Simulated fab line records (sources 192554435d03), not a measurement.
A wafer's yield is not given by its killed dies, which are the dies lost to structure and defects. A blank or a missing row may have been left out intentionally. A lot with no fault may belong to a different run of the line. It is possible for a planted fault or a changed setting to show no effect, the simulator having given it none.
Which of the tools did it? || flow n5 finfet || Sampling: 9 lots, 25 wafers, 5 of 1938 route steps

WHAT EACH GAUGE READ, for each wafer
N5_BEOL_M4_INSPECT_30: inspects for defects (brightfield). Usual: 392 for raw defect count, sd 89.
{"lot": "L644", "measured": "day 7 20:37", "on": "defect inspect-02", "raw defect count": "371 343 374", "flag": ""}
{"lot": "L651", "measured": "day 10 18:37", "on": "defect inspect-02", "raw defect count": "204 269 294", "flag": ""}
{"lot": "L653", "measured": "day 11 05:46", "on": "defect inspect-01", "raw defect count": "267 316 323", "flag": ""}
{"lot": "L652", "measured": "day 11 07:25", "on": "defect inspect-01", "raw defect count": "352 361 350", "flag": ""}
{"lot": "L663", "measured": "day 13 08:29", "on": "defect inspect-02", "raw defect count": "378 481", "flag": ""}
{"lot": "L664", "measured": "day 13 11:38", "on": "defect inspect-02", "raw defect count": "346 409", "flag": ""}
{"lot": "L665", "measured": "day 15 02:09", "on": "defect inspect-02", "raw defect count": "317 344 331", "flag": ""}
{"lot": "L666", "measured": "day 15 02:20", "on": "defect inspect-02", "raw defect count": "366 341 306", "flag": ""}
{"lot": "L667", "measured": "day 15 03:09", "on": "defect inspect-01", "raw defect count": "302 315 391", "flag": ""}

N5_BEOL_M4_RC_MEAS_101. Usual: DIBL_N 36.1 mV/V, standard deviation 1.9; DIBL_P 36.1 mV/V, standard deviation 2.4; IOFF_N 0.15 nA/um, standard deviation 0.032; IOFF_P 0.21 nA/um, standard deviation 0.036; ION_N 673 uA/um, standard deviation 12; ION_P 463 uA/um, standard deviation 7.6; SS_N 71.5 mV/dec, standard deviation 0.63; SS_P 73.1 mV/dec, standard deviation 0.65; VT_N 251 mV, standard deviation 3.1; VT_P -250 mV, standard deviation 3.2.
{"lot": "L644", "measured": "day 8 15:50", "on": "prober-02", "DIBL_N (mV/V)": "33.4 34.2 34.9", "DIBL_P (mV/V)": "33.2 34.8 36.2", "IOFF_N (nA/um)": "0.11 0.14 0.14", "IOFF_P (nA/um)": "0.17 0.19 0.21", "ION_N (uA/um)": "653 665 676", "ION_P (uA/um)": "459 460 467", "SS_N (mV/dec)": "70.1 70.9 71.4", "SS_P (mV/dec)": "72.6 72.2 73.1", "VT_N (mV)": "257 251 255", "VT_P (mV)": "-249 -250 -250", "flag": ""}
{"lot": "L651", "measured": "day 11 22:26", "on": "prober-02", "DIBL_N (mV/V)": "39.6 38.0 36.0", "DIBL_P (mV/V)": "39.8 37.3 36.4", "IOFF_N (nA/um)": "0.20 0.16 0.13", "IOFF_P (nA/um)": "0.28 0.22 0.22", "ION_N (uA/um)": "697 693 665", "ION_P (uA/um)": "482 468 466", "SS_N (mV/dec)": "72.4 71.1 70.8", "SS_P (mV/dec)": "73.5 72.6 73.5", "VT_N (mV)": "247 249 252", "VT_P (mV)": "-246 -249 -246", "flag": ""}
{"lot": "L653", "measured": "day 12 07:27", "on": "prober-02", "DIBL_N (mV/V)": "33.3 34.7 33.4", "DIBL_P (mV/V)": "33.3 35.8 33.7", "IOFF_N (nA/um)": "0.13 0.15 0.13", "IOFF_P (nA/um)": "0.19 0.23 0.19", "ION_N (uA/um)": "672 671 669", "ION_P (uA/um)": "466 468 469", "SS_N (mV/dec)": "71.1 71.1 71.1", "SS_P (mV/dec)": "72.4 73.2 71.9", "VT_N (mV)": "252 250 252", "VT_P (mV)": "-249 -249 -247", "flag": ""}
{"lot": "L652", "measured": "day 12 09:42", "on": "prober-01", "DIBL_N (mV/V)": "38.1 35.9 35.0", "DIBL_P (mV/V)": "37.7 36.9 35.5", "IOFF_N (nA/um)": "0.19 0.16 0.14", "IOFF_P (nA/um)": "0.24 0.24 0.21", "ION_N (uA/um)": "679 682 672", "ION_P (uA/um)": "469 470 464", "SS_N (mV/dec)": "71.9 71.2 71.2", "SS_P (mV/dec)": "73.9 73.8 73.4", "VT_N (mV)": "249 248 251", "VT_P (mV)": "-249 -250 -250", "flag": ""}
{"lot": "L663", "measured": "day 14 00:20", "on": "prober-01", "DIBL_N (mV/V)": "34.9 36.5", "DIBL_P (mV/V)": "32.3 34.6", "IOFF_N (nA/um)": "0.12 0.14", "IOFF_P (nA/um)": "0.17 0.19", "ION_N (uA/um)": "658 668", "ION_P (uA/um)": "457 459", "SS_N (mV/dec)": "71.2 71.3", "SS_P (mV/dec)": "72.0 72.0", "VT_N (mV)": "254 256", "VT_P (mV)": "-255 -253", "flag": ""}
{"lot": "L664", "measured": "day 15 08:17", "on": "prober-01", "DIBL_N (mV/V)": "35.9 36.0", "DIBL_P (mV/V)": "36.1 36.8", "IOFF_N (nA/um)": "0.15 0.15", "IOFF_P (nA/um)": "0.22 0.24", "ION_N (uA/um)": "673 685", "ION_P (uA/um)": "465 476", "SS_N (mV/dec)": "71.6 71.4", "SS_P (mV/dec)": "73.0 73.6", "VT_N (mV)": "250 250", "VT_P (mV)": "-251 -246", "flag": ""}
{"lot": "L665", "measured": "day 15 23:36", "on": "prober-01", "DIBL_N (mV/V)": "39.0 35.7 35.9", "DIBL_P (mV/V)": "39.9 34.8 35.3", "IOFF_N (nA/um)": "0.21 0.14 0.14", "IOFF_P (nA/um)": "0.25 0.17 0.18", "ION_N (uA/um)": "680 668 664", "ION_P (uA/um)": "462 448 456", "SS_N (mV/dec)": "72.3 71.9 71.7", "SS_P (mV/dec)": "73.8 72.3 72.0", "VT_N (mV)": "247 251 253", "VT_P (mV)": "-249 -253 -253", "flag": ""}
{"lot": "L666", "measured": "day 16 02:02", "on": "prober-02", "DIBL_N (mV/V)": "37.3 36.7 38.2", "DIBL_P (mV/V)": "36.8 37.6 38.7", "IOFF_N (nA/um)": "0.18 0.17 0.22", "IOFF_P (nA/um)": "0.22 0.24 0.26", "ION_N (uA/um)": "680 677 698", "ION_P (uA/um)": "462 469 471", "SS_N (mV/dec)": "72.5 71.2 71.9", "SS_P (mV/dec)": "73.3 72.6 73.5", "VT_N (mV)": "250 248 244", "VT_P (mV)": "-248 -247 -245", "flag": ""}
{"lot": "L667", "measured": "day 16 01:57", "on": "prober-01", "DIBL_N (mV/V)": "36.0 36.3 37.1", "DIBL_P (mV/V)": "38.2 37.8 38.4", "IOFF_N (nA/um)": "0.16 0.16 0.18", "IOFF_P (nA/um)": "0.22 0.20 0.22", "ION_N (uA/um)": "676 672 672", "ION_P (uA/um)": "464 458 462", "SS_N (mV/dec)": "71.4 72.0 72.2", "SS_P (mV/dec)": "73.3 73.1 73.3", "VT_N (mV)": "253 254 252", "VT_P (mV)": "-250 -249 -250", "flag": ""}

TOOL THAT RAN EACH LOT (tool first, then ch and the chambers of the sampled wafers, then the start)
{"lot": "L644", "N5_BEOL_M4_ETCH_64": "rie diel-04 ch 0,3, day 7 19:51", "N5_BEOL_M4_ETCH_77": "rie diel-01 ch 0,2,3, day 7 20:41", "N5_BEOL_M4_ETCH_69": "rie diel-01 ch 0,2,3, day 7 20:42"}
{"lot": "L651", "N5_BEOL_M4_ETCH_64": "rie diel-04 ch 2,3, day 10 17:44", "N5_BEOL_M4_ETCH_77": "rie diel-01 ch 0,1,3, day 10 18:42", "N5_BEOL_M4_ETCH_69": "rie diel-01 ch 0,1,3, day 10 18:43"}
{"lot": "L653", "N5_BEOL_M4_ETCH_64": "rie diel-03 ch 0,1,2, day 11 05:00", "N5_BEOL_M4_ETCH_77": "rie diel-01 ch 1,2, day 11 05:52", "N5_BEOL_M4_ETCH_69": "rie diel-01 ch 1,2, day 11 05:53"}
{"lot": "L652", "N5_BEOL_M4_ETCH_64": "rie diel-04 ch 2,3, day 11 06:37", "N5_BEOL_M4_ETCH_77": "rie diel-01 ch 2,3, day 11 07:29", "N5_BEOL_M4_ETCH_69": "rie diel-01 ch 2,3, day 11 07:30"}
{"lot": "L663", "N5_BEOL_M4_ETCH_64": "rie diel-03 ch 1,3, day 13 07:36", "N5_BEOL_M4_ETCH_77": "rie diel-01 ch 1,3, day 13 08:33", "N5_BEOL_M4_ETCH_69": "rie diel-01 ch 1,3, day 13 08:34"}
{"lot": "L664", "N5_BEOL_M4_ETCH_64": "rie diel-04 ch 0,2, day 13 10:51", "N5_BEOL_M4_ETCH_77": "rie diel-01 ch 2,3, day 13 11:43", "N5_BEOL_M4_ETCH_69": "rie diel-01 ch 2,3, day 13 11:44"}
{"lot": "L665", "N5_BEOL_M4_ETCH_64": "rie diel-03 ch 0,1, day 15 01:16", "N5_BEOL_M4_ETCH_77": "rie diel-04 ch 0,1,3, day 15 02:13", "N5_BEOL_M4_ETCH_69": "rie diel-04 ch 0,1,3, day 15 02:14"}
{"lot": "L666", "N5_BEOL_M4_ETCH_64": "rie diel-04 ch 0,1,3, day 15 01:22", "N5_BEOL_M4_ETCH_77": "rie diel-03 ch 0,3, day 15 02:24", "N5_BEOL_M4_ETCH_69": "rie diel-03 ch 0,3, day 15 02:25"}
{"lot": "L667", "N5_BEOL_M4_ETCH_64": "rie diel-01 ch 0,2,3, day 15 02:16", "N5_BEOL_M4_ETCH_77": "rie diel-04 ch 1,2,3, day 15 03:13", "N5_BEOL_M4_ETCH_69": "rie diel-04 ch 1,2,3, day 15 03:14"}
- N5_BEOL_M4_ETCH_64: etches SOC in N2/H2, target depth 75 nm, overetch 22.5 nm, time 121.9 s.
- N5_BEOL_M4_ETCH_77: etches underlayer in N2/H2, target depth 6.5 nm, time 5.2 s.
- N5_BEOL_M4_ETCH_69: etches SiARC in CF4, target depth 15.6 nm, time 26 s.

WHAT THE TOOLS THEMSELVES READ (means of the sampled wafers that have a number; where no wafer has one, the mark that the record gives instead)
N5_BEOL_M4_ETCH_64. Usual: drypump motor current A 5.6 A, standard deviation 0.48; n2 flow sccm 200.0 sccm, standard deviation 0.59; oes product au 0.59 a.u., standard deviation 0.059; rf vpp V 524.2 V, standard deviation 2.3; showerhead plenum p Torr 2.55 Torr, standard deviation 0.085; throttle valve pct 17.84 %, standard deviation 0.23.
{"lot": "L644", "tool": "rie diel-04", "drypump motor current A (A)": 5.9, "n2 flow sccm (sccm)": 200.1, "oes product au (a.u.)": 0.59, "rf vpp V (V)": 526.0, "showerhead plenum p Torr (Torr)": 2.61, "throttle valve pct (%)": 17.74, "flag": ""}
{"lot": "L651", "tool": "rie diel-04", "drypump motor current A (A)": 5.7, "n2 flow sccm (sccm)": 199.5, "oes product au (a.u.)": 0.57, "rf vpp V (V)": 524.0, "showerhead plenum p Torr (Torr)": 2.56, "throttle valve pct (%)": 17.72, "flag": ""}
{"lot": "L653", "tool": "rie diel-03", "drypump motor current A (A)": 5.5, "n2 flow sccm (sccm)": 200.3, "oes product au (a.u.)": 0.56, "rf vpp V (V)": 523.7, "showerhead plenum p Torr (Torr)": 2.54, "throttle valve pct (%)": 17.98, "flag": ""}
{"lot": "L652", "tool": "rie diel-04", "drypump motor current A (A)": 5.7, "n2 flow sccm (sccm)": 200.9, "oes product au (a.u.)": 0.57, "rf vpp V (V)": 525.2, "showerhead plenum p Torr (Torr)": 2.56, "throttle valve pct (%)": 17.73, "flag": ""}
{"lot": "L663", "tool": "rie diel-03", "drypump motor current A (A)": 6.2, "n2 flow sccm (sccm)": 200.2, "oes product au (a.u.)": 0.56, "rf vpp V (V)": 524.5, "showerhead plenum p Torr (Torr)": 2.60, "throttle valve pct (%)": 18.11, "flag": ""}
{"lot": "L664", "tool": "rie diel-04", "drypump motor current A (A)": 5.8, "n2 flow sccm (sccm)": 200.2, "oes product au (a.u.)": 0.64, "rf vpp V (V)": 523.9, "showerhead plenum p Torr (Torr)": 2.52, "throttle valve pct (%)": 17.90, "flag": ""}
{"lot": "L665", "tool": "rie diel-03", "drypump motor current A (A)": 5.9, "n2 flow sccm (sccm)": 200.1, "oes product au (a.u.)": 0.56, "rf vpp V (V)": 523.7, "showerhead plenum p Torr (Torr)": 2.58, "throttle valve pct (%)": 18.09, "flag": ""}
{"lot": "L666", "tool": "rie diel-04", "drypump motor current A (A)": 5.8, "n2 flow sccm (sccm)": 200.3, "oes product au (a.u.)": 0.59, "rf vpp V (V)": 525.8, "showerhead plenum p Torr (Torr)": 2.62, "throttle valve pct (%)": 17.74, "flag": ""}
{"lot": "L667", "tool": "rie diel-01", "drypump motor current A (A)": 5.6, "n2 flow sccm (sccm)": 199.8, "oes product au (a.u.)": 0.67, "rf vpp V (V)": 522.2, "showerhead plenum p Torr (Torr)": 2.50, "throttle valve pct (%)": 17.45, "flag": ""}

N5_BEOL_M4_ETCH_77. Usual: drypump motor current A 5.7 A (standard deviation 0.47); etch rf on time s 5.21 s (standard deviation 0.13); n2 flow sccm 199.8 sccm (standard deviation 0.63); oes product au 0.67 a.u. (standard deviation 0.074); rf vpp V 524.4 V (standard deviation 2.5); showerhead plenum p Torr 2.55 Torr (standard deviation 0.08); throttle valve pct 17.85 % (standard deviation 0.24).
{"lot": "L644", "tool": "rie diel-01", "drypump motor current A (A)": 5.6, "etch rf on time s (s)": 5.24, "n2 flow sccm (sccm)": 200.0, "oes product au (a.u.)": 0.64, "rf vpp V (V)": 523.5, "showerhead plenum p Torr (Torr)": 2.53, "throttle valve pct (%)": 17.68, "flag": ""}
{"lot": "L651", "tool": "rie diel-01", "drypump motor current A (A)": 6.0, "etch rf on time s (s)": 5.24, "n2 flow sccm (sccm)": 198.9, "oes product au (a.u.)": 0.64, "rf vpp V (V)": 525.3, "showerhead plenum p Torr (Torr)": 2.58, "throttle valve pct (%)": 17.70, "flag": ""}
{"lot": "L653", "tool": "rie diel-01", "drypump motor current A (A)": 5.9, "etch rf on time s (s)": 5.31, "n2 flow sccm (sccm)": 199.9, "oes product au (a.u.)": 0.72, "rf vpp V (V)": 525.8, "showerhead plenum p Torr (Torr)": 2.61, "throttle valve pct (%)": 17.82, "flag": ""}
{"lot": "L652", "tool": "rie diel-01", "drypump motor current A (A)": 5.6, "etch rf on time s (s)": 5.12, "n2 flow sccm (sccm)": 200.0, "oes product au (a.u.)": 0.75, "rf vpp V (V)": 524.6, "showerhead plenum p Torr (Torr)": 2.53, "throttle valve pct (%)": 17.53, "flag": ""}
{"lot": "L663", "tool": "rie diel-01", "drypump motor current A (A)": 6.0, "etch rf on time s (s)": 5.12, "n2 flow sccm (sccm)": 200.2, "oes product au (a.u.)": 0.67, "rf vpp V (V)": 526.2, "showerhead plenum p Torr (Torr)": 2.61, "throttle valve pct (%)": 17.70, "flag": ""}
{"lot": "L664", "tool": "rie diel-01", "drypump motor current A (A)": 5.4, "etch rf on time s (s)": 5.08, "n2 flow sccm (sccm)": 200.4, "oes product au (a.u.)": 0.75, "rf vpp V (V)": 524.3, "showerhead plenum p Torr (Torr)": 2.52, "throttle valve pct (%)": 17.57, "flag": ""}
{"lot": "L665", "tool": "rie diel-04", "drypump motor current A (A)": 5.7, "etch rf on time s (s)": 5.19, "n2 flow sccm (sccm)": 199.5, "oes product au (a.u.)": 0.68, "rf vpp V (V)": 525.9, "showerhead plenum p Torr (Torr)": 2.62, "throttle valve pct (%)": 17.80, "flag": ""}
{"lot": "L666", "tool": "rie diel-03", "drypump motor current A (A)": 5.2, "etch rf on time s (s)": 5.22, "n2 flow sccm (sccm)": 200.0, "oes product au (a.u.)": 0.61, "rf vpp V (V)": 519.6, "showerhead plenum p Torr (Torr)": 2.45, "throttle valve pct (%)": 18.17, "flag": ""}
{"lot": "L667", "tool": "rie diel-04", "drypump motor current A (A)": 5.5, "etch rf on time s (s)": 5.27, "n2 flow sccm (sccm)": 199.3, "oes product au (a.u.)": 0.66, "rf vpp V (V)": 524.9, "showerhead plenum p Torr (Torr)": 2.57, "throttle valve pct (%)": 17.73, "flag": ""}

N5_BEOL_M4_ETCH_69. Usual: drypump motor current A 5.7 A, standard deviation 0.47; etch rf on time s 26.1 s, standard deviation 0.69; oes product au 0.67 a.u., standard deviation 0.075; rf vpp V 184.2 V, standard deviation 1.1; showerhead plenum p Torr 2.15 Torr, standard deviation 0.061; throttle valve pct 15.61 %, standard deviation 0.22.
{"lot": "L644", "tool": "rie diel-01", "drypump motor current A (A)": 5.6, "etch rf on time s (s)": 26.1, "oes product au (a.u.)": 0.64, "rf vpp V (V)": 184.0, "showerhead plenum p Torr (Torr)": 2.13, "throttle valve pct (%)": 15.52, "flag": ""}
{"lot": "L651", "tool": "rie diel-01", "drypump motor current A (A)": 6.0, "etch rf on time s (s)": 26.2, "oes product au (a.u.)": 0.65, "rf vpp V (V)": 184.8, "showerhead plenum p Torr (Torr)": 2.16, "throttle valve pct (%)": 15.41, "flag": ""}
{"lot": "L653", "tool": "rie diel-01", "drypump motor current A (A)": 5.9, "etch rf on time s (s)": 25.9, "oes product au (a.u.)": 0.73, "rf vpp V (V)": 184.4, "showerhead plenum p Torr (Torr)": 2.19, "throttle valve pct (%)": 15.51, "flag": ""}
{"lot": "L652", "tool": "rie diel-01", "drypump motor current A (A)": 5.6, "etch rf on time s (s)": 25.7, "oes product au (a.u.)": 0.75, "rf vpp V (V)": 183.2, "showerhead plenum p Torr (Torr)": 2.14, "throttle valve pct (%)": 15.29, "flag": ""}
{"lot": "L663", "tool": "rie diel-01", "drypump motor current A (A)": 6.0, "etch rf on time s (s)": 22.3, "oes product au (a.u.)": 0.73, "rf vpp V (V)": 185.1, "showerhead plenum p Torr (Torr)": 2.19, "throttle valve pct (%)": 15.36, "flag": "OFF"}
{"lot": "L664", "tool": "rie diel-01", "drypump motor current A (A)": 5.4, "etch rf on time s (s)": 22.0, "oes product au (a.u.)": 0.83, "rf vpp V (V)": 183.7, "showerhead plenum p Torr (Torr)": 2.13, "throttle valve pct (%)": 15.37, "flag": "OFF"}
{"lot": "L665", "tool": "rie diel-04", "drypump motor current A (A)": 5.7, "etch rf on time s (s)": 25.9, "oes product au (a.u.)": 0.67, "rf vpp V (V)": 184.5, "showerhead plenum p Torr (Torr)": 2.21, "throttle valve pct (%)": 15.60, "flag": ""}
{"lot": "L666", "tool": "rie diel-03", "drypump motor current A (A)": 5.2, "etch rf on time s (s)": 26.2, "oes product au (a.u.)": 0.61, "rf vpp V (V)": 183.2, "showerhead plenum p Torr (Torr)": 2.06, "throttle valve pct (%)": 15.85, "flag": ""}
{"lot": "L667", "tool": "rie diel-04", "drypump motor current A (A)": 5.5, "etch rf on time s (s)": 26.3, "oes product au (a.u.)": 0.66, "rf vpp V (V)": 184.2, "showerhead plenum p Torr (Torr)": 2.18, "throttle valve pct (%)": 15.58, "flag": ""}

THE ANSWER, worked out from the rows above alone
Rule: a lot is off if the mean of its wafers that have a number lies more than 3 standard deviations from the usual mean. Also off: a lot with no number at a reading for which 4 or more lots have one. Any other lot the step has rows for is counted as sound. After the gauges, taken in route order, come the tools' own readings; for these a lot's mean is taken, as printed above. The first step at which some lot is off is used, and at that step the reading that is off furthest; a lot without a number counts as furthest.
Off: L663, L664 (N5_BEOL_M4_ETCH_69, etch rf on time s).
If a tool, at that step or one of the process steps before it, ran each lot that is off and ran no sound lot following the first of them, it fits. One fits: N5_BEOL_M4_ETCH_77 and N5_BEOL_M4_ETCH_69 on rie diel-01. At N5_BEOL_M4_ETCH_77 its last sound lot is L652 (day 11 07:29), its first lot that is off L663 (day 13 08:33): a fault that began between those two fits.

WHAT THE SIMULATOR HAD INSERTED
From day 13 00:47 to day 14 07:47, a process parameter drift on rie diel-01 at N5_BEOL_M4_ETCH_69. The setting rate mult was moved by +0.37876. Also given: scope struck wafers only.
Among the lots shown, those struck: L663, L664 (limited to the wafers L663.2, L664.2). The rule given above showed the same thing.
